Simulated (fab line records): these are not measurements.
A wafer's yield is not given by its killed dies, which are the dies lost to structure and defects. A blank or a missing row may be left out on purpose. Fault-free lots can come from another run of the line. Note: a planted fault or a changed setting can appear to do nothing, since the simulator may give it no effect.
fab line records + flow n5Finfet + part 2 of 2: steps 22 to 29 of 29
record
- lots=5
- wafers=15
- lastDay=19
route steps=1938 shown HKMG_FIN@418
lots untouched by any fault: they come from a run of this same line in which no faults occurred
startH: hours from the record's opening day to when the first of the lot's shown wafers began + waitH: hours since the lot's step before + " as in the row above + L1.1+2: a row that stands for several wafers + - either no value or no given start + * or withheld: withheld + < > ~ a bound
route shown NAME@n: names a module that has steps shown in the file, with the first one's number in the route + usual: mean/standard deviation of fault-free wafers + same: alike in all rows + chamber/n: place in a boat + sites: the reading at each site + _std_site: how widely they spread, as a standard deviation + _edge_site: the outer-site mean with the inner-site mean subtracted + radiusMm: how far each site lies from the wafer's centre + mask NAME#n: copy n + behind: the most recent tool/chamber to have shaped the wafer + hold: cause of the lot's hold/its duration in hours/its outcome + device: which transistor (n, p or np) failed to switch + end of line: the route-end tests of the same wafers + a step without rows: its recipe alone + killed: not the wafer's yield, but the dies lost to structure and defects at the first sort + map: the dies of a wafer, with x for killed, . for not killed, _ for no die there
set.NAME: the setting the step ran with; set.NAME@STEP: the setting that earlier step ran with + model.NAME: the simulator's own value behind a step, which no gauge read
lots at some steps of the route; a table a step, a row a wafer
services: when a tool's chamber went out of use (startH, in hours from the record's first day, below 0 if earlier), for how many hours, and the reason
## steps
# step N5_HKMG_FIN_STRIP_92
# recipe
- chemistry=N2/H2
- material=SOC
- timeS=20
- powerW=500
- tempC=40
- pressureMtorr=50
- rfFrequencyHz=6e+07
- biasPowerW=8
- h2Frac=0.5
- n2FlowSccm=300
- h2FlowSccm=300
# usual
- drypumpMotorCurrentA=5.7/0.37
- oesProductAu=0.79/0.097
- rfVppV=54.3/0.86
- showerheadPlenumPTorr=3.43/0.096
- throttleValvePct=18.8/0.32
| lot.wafer | tool       | chamber | startH | waitH | drypumpMotorCurrentA | oesProductAu | rfHoursCounterH | rfVppV | showerheadPlenumPTorr | throttleValvePct |
|-----------|------------|---------|--------|-------|----------------------|--------------|-----------------|--------|-----------------------|------------------|
| L077.2    | rieDiel-04 | 3       | 93.12  | 0.1   | 5.5                  | 0.67         | 235             | 54.7   | 3.42                  | 18.8             |
| L077.3    | "          | 2       | "      | "     | 5.9                  | 0.75         | 168             | 54.9   | 3.33                  | 19.3             |
| L077.4    | "          | 0       | "      | "     | 6.1                  | 0.67         | 248             | 54.1   | 3.44                  | 19.2             |
| L078.2    | rieDiel-01 | 1       | 100.31 | 0.1   | 5.3                  | 0.74         | 180             | 54.5   | 3.46                  | 19.1             |
| L078.3    | "          | 3       | "      | "     | 5.3                  | 0.93         | 18              | 53.7   | 3.42                  | 18.7             |
| L078.6    | "          | 2       | "      | "     | 5.9                  | 0.87         | -               | 55.4   | 3.57                  | 18.6             |
| L086.1    | rieDiel-04 | 1       | 152.95 | 0.1   | 6.2                  | 0.74         | 190             | 54.2   | 3.47                  | 19.1             |
| L086.4    | "          | 0       | "      | "     | 6.1                  | 0.95         | -               | 53.0   | 3.43                  | 18.8             |
| L086.6    | "          | 1       | "      | "     | 6.3                  | 0.74         | -               | 53.6   | 3.47                  | 19.1             |
| L094.3    | rieDiel-06 | 2       | 196.53 | 0.1   | 5.7                  | 0.68         | 257             | 55.6   | 3.45                  | 19.1             |
| L094.4    | "          | 1       | "      | "     | 5.6                  | 0.80         | -               | 54.8   | 3.38                  | 18.8             |
| L094.5    | "          | 0       | "      | "     | 5.2                  | 0.94         | -               | 52.3   | 3.40                  | 17.9             |
| L096.3    | rieDiel-01 | 1       | 208.25 | 0.1   | 5.3                  | 0.71         | 218             | 54.3   | 3.44                  | 19.1             |
| L096.5    | "          | 0       | "      | "     | 5.9                  | 0.87         | -               | 54.1   | 3.55                  | 18.5             |
| L096.6    | "          | 3       | "      | "     | 5.3                  | 0.90         | -               | 53.5   | 3.41                  | 18.7             |
# step N5_HKMG_FIN_WET_ETCH_18
# recipe
- chemistry=SC1
- target=TiN
- mix=1:1:5
- tempC=*
- timeS=55
- targetDepthNm=5.2
- dry=ipaMarangoni
- rinseTimeS=30
- rinseTempC=23
| lot.wafer  | tool        | chamber | startH | waitH |
|------------|-------------|---------|--------|-------|
| L077.2+3+4 | wetBench-05 | 0,1,6   | 93.20  | 0.1   |
| L078.2+3+6 | wetBench-03 | 1,7,3   | 100.40 | 0.1   |
| L086.1+4+6 | wetBench-06 | 3,7,2   | 153.06 | 0.1   |
| L094.3+4+5 | wetBench-05 | 0,7,6   | 196.61 | 0.1   |
| L096.3+5+6 | wetBench-03 | 7,3,1   | 208.33 | 0.1   |
# step N5_HKMG_FIN_STRIP_19
# recipe
- chemistry=N2/H2
- powerW=2500
- tempC=300
- h2Frac=0.65
- timeS=360
- pressureMtorr=withheld
- n2FlowSccm=1750
- h2FlowSccm=3250
# usual
- drypumpMotorCurrentA=5.9/0.47
- heaterPowerW=479/28
| lot.wafer | tool           | chamber | startH | waitH | drypumpMotorCurrentA | heaterPowerW | rfHoursCounterH |
|-----------|----------------|---------|--------|-------|----------------------|--------------|-----------------|
| L077.2    | plasmaAsher-01 | 0       | 93.27  | 0.0   | 5.6                  | 445          | 88              |
| L077.3    | "              | 0       | "      | "     | 5.6                  | 465          | -               |
| L077.4    | "              | 1       | "      | "     | 6.5                  | 506          | -               |
| L078.2    | plasmaAsher-01 | 0       | 100.58 | 0.1   | 5.6                  | 455          | 90              |
| L078.3    | "              | 0       | "      | "     | 5.6                  | 446          | -               |
| L078.6    | "              | 1       | "      | "     | 6.5                  | 510          | -               |
| L086.1    | plasmaAsher-01 | 0       | 153.12 | 0.0   | 5.6                  | 454          | 103             |
| L086.4    | "              | 1       | "      | "     | 6.5                  | 498          | -               |
| L086.6    | "              | 1       | "      | "     | 6.5                  | 507          | -               |
| L094.3    | plasmaAsher-02 | 0       | 196.80 | 0.1   | 5.2                  | 503          | -               |
| L094.4    | "              | 1       | "      | "     | 5.9                  | 453          | -               |
| L094.5    | "              | 1       | "      | "     | 5.9                  | 458          | -               |
| L096.3    | plasmaAsher-01 | 0       | 208.52 | 0.1   | 5.6                  | 441          | -               |
| L096.5    | "              | 1       | "      | "     | 6.4                  | 511          | -               |
| L096.6    | "              | 0       | "      | "     | 5.6                  | 446          | -               |
# step N5_HKMG_FIN_ALD_91
# recipe
- material=TiN
- targetThkA=10
- tempC=400
- aldPrecursorFamily=TiCl4
- aldCoReactant=NH3
- pulseTimeS=1
- purgeTimeS=3
- coReactantPurgeTimeS=2
- coReactantPulseTimeS=2
- aldCycles=47
- pressureTorr=3
# usual
- heaterPowerW=840/100
- precursorPulseHeightRel=1.000/0.018
| lot.wafer | tool        | chamber | startH | waitH | heaterPowerW | precursorPulseHeightRel |
|-----------|-------------|---------|--------|-------|--------------|-------------------------|
| L077.2    | aldMetal-02 | 3       | 93.65  | 0.3   | 1007         | 0.982                   |
| L077.3    | "           | 0       | "      | "     | 904          | 1.005                   |
| L077.4    | "           | 2       | "      | "     | 810          | 1.001                   |
| L078.2    | aldMetal-02 | 2       | 100.96 | 0.3   | 778          | 1.017                   |
| L078.3    | "           | 0       | "      | "     | 888          | 0.985                   |
| L078.6    | "           | 1       | "      | "     | 797          | 1.011                   |
| L086.1    | aldMetal-01 | 0       | 153.50 | 0.3   | 751          | 0.967                   |
| L086.4    | "           | 2       | "      | "     | 928          | 0.980                   |
| L086.6    | "           | 2       | "      | "     | 924          | 0.982                   |
| L094.3    | aldMetal-01 | 2       | 197.06 | 0.1   | 937          | 1.038                   |
| L094.4    | "           | 0       | "      | "     | 726          | 0.979                   |
| L094.5    | "           | 2       | "      | "     | 912          | 1.022                   |
| L096.3    | aldMetal-01 | 3       | 208.78 | 0.1   | 880          | 0.996                   |
| L096.5    | "           | 3       | "      | "     | 906          | 1.011                   |
| L096.6    | "           | 0       | "      | "     | 740          | 0.965                   |
# step N5_HKMG_FIN_COAT_85
# recipe
- resist=SOC
- tempC=250
- timeS=60
- spinRpm=1500
- resistThkNm=300
# usual
- dispensePressureKPa=50.7/2.1
| lot.wafer | tool          | chamber | startH | waitH | dispensePressureKPa |
|-----------|---------------|---------|--------|-------|---------------------|
| L077.2    | lithoTrack-01 | 0       | 93.93  | 0.2   | 48.6                |
| L077.3    | "             | 0       | "      | "     | 48.6                |
| L077.4    | "             | 0       | "      | "     | 48.6                |
| L078.2    | lithoTrack-03 | 0       | 101.24 | 0.2   | 54.0                |
| L078.3    | "             | 0       | "      | "     | 54.0                |
| L078.6    | "             | 0       | "      | "     | 54.0                |
| L086.1    | lithoTrack-03 | 0       | 153.78 | 0.2   | 54.0                |
| L086.4    | "             | 0       | "      | "     | 54.0                |
| L086.6    | "             | 0       | "      | "     | 54.0                |
| L094.3    | lithoTrack-05 | 0       | 197.34 | 0.2   | 50.9                |
| L094.4    | "             | 0       | "      | "     | 50.9                |
| L094.5    | "             | 0       | "      | "     | 50.9                |
| L096.3    | lithoTrack-01 | 0       | 209.06 | 0.2   | 48.6                |
| L096.5    | "             | 0       | "      | "     | 48.6                |
| L096.6    | "             | 0       | "      | "     | 48.6                |
# step N5_HKMG_FIN_ETCH_86
# recipe
- chemistry=N2/H2
- target=SOC
- targetDepthA=3932
- stopOn=TiN
- ionEnergyEv=100
- biasW=61
- pressureMtorr=30
- sourceW=850
- n2FlowSccm=200
- h2FlowSccm=200
# usual
- drypumpMotorCurrentA=5.7/0.36
- oesProductAu=0.77/0.093
- rfVppV=241.5/1.2
- showerheadPlenumPTorr=2.59/0.065
- throttleValvePct=17.68/0.27
| lot.wafer | tool       | chamber | startH | waitH | drypumpMotorCurrentA | oesProductAu | rfHoursCounterH | rfVppV | showerheadPlenumPTorr | throttleValvePct |
|-----------|------------|---------|--------|-------|----------------------|--------------|-----------------|--------|-----------------------|------------------|
| L077.2    | rieDiel-04 | 3       | 93.99  | -     | 5.5                  | 0.68         | 235             | 242.6  | 2.59                  | 17.68            |
| L077.3    | "          | 2       | "      | "     | 5.9                  | 0.74         | 169             | 240.1  | 2.52                  | 17.84            |
| L077.4    | "          | 1       | "      | "     | 6.2                  | 0.75         | 165             | 241.5  | 2.64                  | 18.05            |
| L078.2    | rieDiel-04 | 2       | 101.31 | -     | 5.9                  | 0.74         | 171             | 240.9  | 2.52                  | 17.85            |
| L078.3    | "          | 1       | "      | "     | 6.2                  | 0.74         | 167             | 240.7  | 2.64                  | 18.06            |
| L078.6    | "          | 3       | "      | "     | 5.4                  | 0.68         | -               | 241.2  | 2.59                  | 17.67            |
| L086.1    | rieDiel-01 | 2       | 153.84 | -     | 5.9                  | 0.83         | 52              | 242.4  | 2.70                  | 17.50            |
| L086.4    | "          | 1       | "      | "     | 5.3                  | 0.73         | 195             | 240.7  | 2.62                  | 17.89            |
| L086.6    | "          | 3       | "      | "     | 5.2                  | 0.87         | -               | 241.7  | 2.58                  | 17.48            |
| L094.3    | rieDiel-06 | 0       | 197.40 | -     | 5.2                  | 0.94         | 10              | 242.1  | 2.58                  | 16.97            |
| L094.4    | "          | 1       | "      | "     | 5.6                  | 0.80         | -               | 239.5  | 2.56                  | 17.80            |
| L094.5    | "          | 0       | "      | "     | 5.2                  | 0.93         | -               | 241.6  | 2.58                  | 16.96            |
| L096.3    | rieDiel-04 | 3       | 209.12 | -     | 5.5                  | 0.88         | 20              | 241.0  | 2.58                  | 17.23            |
| L096.5    | "          | 3       | "      | "     | 5.5                  | 0.88         | -               | 242.5  | 2.58                  | 17.23            |
| L096.6    | "          | 2       | "      | "     | 5.9                  | 0.71         | -               | 241.2  | 2.50                  | 17.90            |
# step N5_HKMG_FIN_STRIP_89
# recipe
- chemistry=N2/H2
- material=SOC
- timeS=20
- powerW=500
- tempC=40
- pressureMtorr=50
- rfFrequencyHz=6e+07
- biasPowerW=8
- h2Frac=0.5
- n2FlowSccm=300
- h2FlowSccm=300
# usual
- drypumpMotorCurrentA=5.7/0.36
- oesProductAu=0.78/0.093
- rfVppV=54.4/0.85
- showerheadPlenumPTorr=3.41/0.082
- throttleValvePct=18.9/0.35
| lot.wafer | tool       | chamber | startH | waitH | drypumpMotorCurrentA | oesProductAu | rfHoursCounterH | rfVppV | showerheadPlenumPTorr | throttleValvePct |
|-----------|------------|---------|--------|-------|----------------------|--------------|-----------------|--------|-----------------------|------------------|
| L077.2    | rieDiel-04 | 3       | 94.05  | 0.0   | 5.5                  | 0.67         | 235             | 54.4   | 3.42                  | 18.8             |
| L077.3    | "          | 2       | "      | "     | 5.9                  | 0.74         | 169             | 54.2   | 3.33                  | 19.3             |
| L077.4    | "          | 1       | "      | "     | 6.2                  | 0.75         | 165             | 55.2   | 3.49                  | 19.1             |
| L078.2    | rieDiel-04 | 2       | 101.37 | 0.0   | 5.9                  | 0.75         | 172             | 55.6   | 3.33                  | 19.3             |
| L078.3    | "          | 1       | "      | "     | 6.2                  | 0.76         | 168             | 55.0   | 3.48                  | 19.1             |
| L078.6    | "          | 3       | "      | "     | 5.5                  | 0.67         | -               | 54.8   | 3.42                  | 18.8             |
| L086.1    | rieDiel-01 | 2       | 153.90 | 0.0   | 5.9                  | 0.83         | 52              | 54.4   | 3.55                  | 18.6             |
| L086.4    | "          | 1       | "      | "     | 5.3                  | 0.73         | 195             | 56.3   | 3.45                  | 19.1             |
| L086.6    | "          | 3       | "      | "     | 5.3                  | 0.90         | -               | 54.0   | 3.41                  | 18.7             |
| L094.3    | rieDiel-06 | 0       | 197.46 | 0.0   | 5.2                  | 0.93         | 10              | 54.1   | 3.40                  | 17.9             |
| L094.4    | "          | 1       | "      | "     | 5.6                  | 0.80         | -               | 52.8   | 3.38                  | 18.8             |
| L094.5    | "          | 0       | "      | "     | 5.2                  | 0.93         | -               | 55.5   | 3.40                  | 17.9             |
| L096.3    | rieDiel-04 | 3       | 209.18 | 0.0   | 5.5                  | 0.88         | 20              | 53.7   | 3.41                  | 18.4             |
| L096.5    | "          | 3       | "      | "     | 5.5                  | 0.88         | -               | 55.8   | 3.41                  | 18.4             |
| L096.6    | "          | 2       | "      | "     | 6.0                  | 0.71         | -               | 53.7   | 3.31                  | 19.4             |
# step N5_HKMG_FIN_WET_ETCH_87
# recipe
- chemistry=SC1
- target=TiN
- mix=1:2:40
- tempC=50
- timeS=154.2
- targetDepthNm=4.7
- dry=ipaMarangoni
- rinseTimeS=30
- rinseTempC=23
| lot.wafer  | tool        | chamber | startH | waitH |
|------------|-------------|---------|--------|-------|
| L077.2+3+4 | wetBench-06 | 1,0,2   | 94.15  | 0.1   |
| L078.2+3+6 | wetBench-03 | 7,1,6   | 101.47 | 0.1   |
| L086.1+4+6 | wetBench-05 | 6,5,2   | 154.00 | 0.1   |
| L094.3+4+5 | wetBench-05 | 3,2,6   | 197.56 | 0.1   |
| L096.3+5+6 | wetBench-05 | 1,0,6   | 209.28 | 0.1   |
## services
| tool           | chamber | startH | hours | kind   |
|----------------|---------|--------|-------|--------|
| aldMetal-01    | 1       | 82.87  | 5.1   | repair |
| arfiScanner-03 | -       | 83.12  | 0.4   | repair |
| arfiScanner-03 | -       | 84.64  | 1.8   | repair |
| plasmaAsher-02 | -       | 85.02  | 28.1  | pm     |
| arfiScanner-02 | -       | 87.05  | 1.3   | pm     |
| rieDiel-01     | 1       | 88.33  | 1.7   | repair |
| aldMetal-02    | 3       | 97.31  | 26.2  | repair |
| arfiScanner-02 | -       | 100.12 | 0.8   | pm     |
| arfiScanner-03 | -       | 107.10 | 1.0   | pm     |
| arfiScanner-02 | -       | 108.43 | 1.0   | pm     |
| rieDiel-01     | 1       | 111.49 | 9.7   | repair |
| rieDiel-06     | 0       | 130.10 | 4.0   | repair |
| arfiScanner-03 | -       | 131.95 | 1.3   | pm     |
| arfiScanner-03 | -       | 135.50 | 0.8   | pm     |
| wetBench-06    | -       | 143.08 | 6.4   | repair |
| arfiScanner-03 | -       | 143.98 | 1.3   | repair |
| arfiScanner-02 | -       | 147.48 | 1.6   | repair |
| rieDiel-01     | 3       | 156.77 | 43.4  | repair |
| rieDiel-04     | 1       | 171.89 | 1.4   | repair |
| arfiScanner-02 | -       | 173.25 | 0.6   | repair |
| rieDiel-06     | 3       | 181.80 | 17.0  | repair |
| rieDiel-01     | -       | 202.64 | 0.5   | repair |
| arfiScanner-02 | -       | 208.87 | 1.0   | pm     |
| arfiScanner-03 | -       | 208.96 | 1.0   | pm     |
